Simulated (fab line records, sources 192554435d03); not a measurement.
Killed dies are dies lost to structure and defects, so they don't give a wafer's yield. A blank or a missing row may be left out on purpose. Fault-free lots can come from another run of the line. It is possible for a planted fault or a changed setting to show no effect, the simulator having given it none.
Chamber matching | flow n5 finfet | N5_FIN_SAQP_PECVD_47 on pecvd-02 has 3 sister chambers
The step deposits a-Si from SiH4/He, target thk 45 nm, time 36.3 s. 18 wafers are shown with their chamber, then 9 later ones without.

## WAFERS WITH THEIR CHAMBER
wafer  | chamber | showerhead plenum p Torr (Torr) | heater power w (W) | throttle valve pct (%)
L074.2 | 2       | 5.65                            | 765                | 18.3
L074.4 | 0       | 5.69                            | 939                | 19.0
L074.5 | 1       | 5.63                            | 774                | 18.1
L076.1 | 1       | 5.62                            | 730                | 17.9
L076.2 | 0       | 5.69                            | 929                | 19.0
L076.3 | 0       | 5.69                            | 948                | 18.9
L083.1 | 1       | 5.63                            | 763                | 17.9
L083.3 | 1       | 5.63                            | 796                | 18.0
L083.6 | 1       | 5.64                            | 764                | 18.1
L084.1 | 2       | 5.65                            | 752                | 17.0
L084.5 | 1       | 5.64                            | 674                | 18.0
L084.6 | 2       | 5.65                            | 749                | 16.6
L087.2 | 0       | 5.69                            | 966                | 19.1
L087.5 | 1       | 5.62                            | 747                | 18.1
L087.6 | 2       | 5.64                            | 730                | 17.1
L089.1 | 2       | 5.66                            | 810                | 17.1
L089.3 | 1       | 5.63                            | 717                | 18.0
L089.5 | 1       | 5.61                            | 708                | 18.2

SIGNATURES (averages over the wafers above)
reading                  | chamber 0 | chamber 1 | chamber 2 | scatter within a chamber
showerhead plenum p Torr | 5.6900    | 5.6278    | 5.6500    | 0.00798
heater power w           | 945.50    | 741.44    | 761.20    | 32.4
throttle valve pct       | 19.000    | 18.033    | 17.220    | 0.339
Rule: for a wafer and a chamber, the distance is found by dividing, reading by reading, the gap between the wafer's reading and the chamber's mean by the reading's scatter, squaring, summing and taking the root. If the next closest chamber is less than 2 further off than the closest, the wafer can't be placed; otherwise it belongs to the closest. The scatter: the root of (the sum of the squares of (reading less its chamber's mean) over the shown wafers, divided by (wafers less chambers)).

## WAFERS WITH NO CHAMBER GIVEN
wafer  | showerhead plenum p Torr (Torr) | heater power w (W) | throttle valve pct (%)
L090.3 | 5.65                            | 819                | 17.0
L090.4 | 5.69                            | 801                | 19.2
L090.6 | 5.65                            | 835                | 17.3
L093.1 | 5.65                            | 849                | 17.3
L093.3 | 5.63                            | 658                | 18.2
L093.4 | 5.69                            | 958                | 19.2
L097.2 | 5.65                            | 719                | 17.3
L097.3 | 5.70                            | 942                | 19.2
L097.6 | 5.70                            | 940                | 19.1

## WHICH CHAMBER EACH ONE RAN IN
wafer  | from the rows above | in truth
L090.3 | 2                   | 2
L090.4 | 0                   | 0
L090.6 | 2                   | 2
L093.1 | 2                   | 2
L093.3 | 1                   | 1
L093.4 | 0                   | 0
L097.2 | 2                   | 2
L097.3 | 0                   | 0
L097.6 | 0                   | 0
Correct placement for 9 of the 9. Left unplaced by these rows: 0. 0 placed wrongly.
